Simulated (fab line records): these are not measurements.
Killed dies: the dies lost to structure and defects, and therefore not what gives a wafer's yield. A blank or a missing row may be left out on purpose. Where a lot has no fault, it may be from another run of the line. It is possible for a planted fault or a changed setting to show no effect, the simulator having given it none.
Split-lot trial	flow n5Finfet	21 wafers read across 7 lots, on a route 1938 steps long

## THE SPLIT
At N5_BEOL_M0_ETCH_138 (etches SiCN in CH3F/O2, target depth 12 nm, time 31.6 s), the setting sourceW was moved away from the recipe's 395 W on 5 of the 21 wafers read, by -7.9% to +10.2%. This setting was run at the recipe's value on the other wafers.

The reading is taken at the split's own step.

## THE READING
rfVppV, in V, at N5_BEOL_M0_ETCH_138 (etches SiCN in CH3F/O2, target depth 12 nm, time 31.6 s). Fault-free wafers of this fab line usually give 296.9 V, standard deviation 1.9 V.

wafer	tool, chamber at the split	sourceW as run, W	against the recipe	rfVppV, V	against lot-mates on the recipe
L077.2	rieDiel-03, 0	395	recipe	296.8	-
L077.4	rieDiel-03, 3	395	recipe	295.3	-
L077.5	rieDiel-03, 2	363.6	-7.9%	304.8	+8.8
L082.1	rieDiel-04, 0	395	recipe	299.4	-
L082.2	rieDiel-04, 2	395	recipe	295.5	-
L082.4	rieDiel-04, 0	395	recipe	299.1	-
L083.2	rieDiel-03, 0	421.5	+6.7%	288.5	no lot-mate on the recipe
L083.4	rieDiel-03, 1	421.5	+6.7%	291.3	no lot-mate on the recipe
L083.5	rieDiel-03, 3	421.5	+6.7%	286.4	no lot-mate on the recipe
L086.1	rieDiel-04, 1	395	recipe	298.5	-
L086.3	rieDiel-04, 2	395	recipe	296.0	-
L086.5	rieDiel-04, 2	395	recipe	296.8	-
L087.1	rieDiel-03, 3	395	recipe	294.5	-
L087.2	rieDiel-03, 0	395	recipe	296.5	-
L087.4	rieDiel-03, 2	395	recipe	296.3	-
L090.2	rieDiel-05, 0	435.4	+10.2%	286.2	-11.1
L090.3	rieDiel-05, 3	395	recipe	297.3	-
L090.5	rieDiel-05, 1	395	recipe	297.2	-
L092.1	rieDiel-03, 1	395	recipe	298.7	-
L092.2	rieDiel-03, 2	395	recipe	295.6	-
L092.4	rieDiel-03, 0	395	recipe	296.5	-

FIT RESULTS
A straight line over all 21 wafers: rfVppV changes by -1.1 V for each +1% of sourceW; r = -0.94; the points scatter about the line by 1.5 V.
The same after taking each lot's own level away (the mean of its wafers on the recipe; 18 wafers): -1.09 V for each +1%; r = -0.95; scatter 1.2 V.
Per that fit: largest sourceW move, reading shift of 11 V.
Measured against the standard deviation above, the lots' own levels, which go from 295.77 to 298.00 V, span 1.2 times it.
So the lot-to-lot level changes the slope little: the two slopes agree.
Check: -11.3 V against its lot-mates is what the line predicts for one of the wafers moved furthest among these (+10.2%) when that wafer is left out of the fit. It came out at -11.1 V against them.
Tool readings at the split's step, against how far the setting was moved: rfVppV r = -0.94.

## FURTHER SPLITS ON THESE WAFERS
Before the reading, these wafers also passed through other splits. Each is held against what the fit with the lots' levels taken away leaves over:
other split on the same wafers	wafers away from the commonest value	r with rfVppV (lot level and that fit taken away)
N5_BEOL_M0_SAQP_PECVD_04 timeS	4	+0.16

## FILE'S OWN FIT
rfVppV changes by -1.09 V for each +1% of sourceW, r = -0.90.
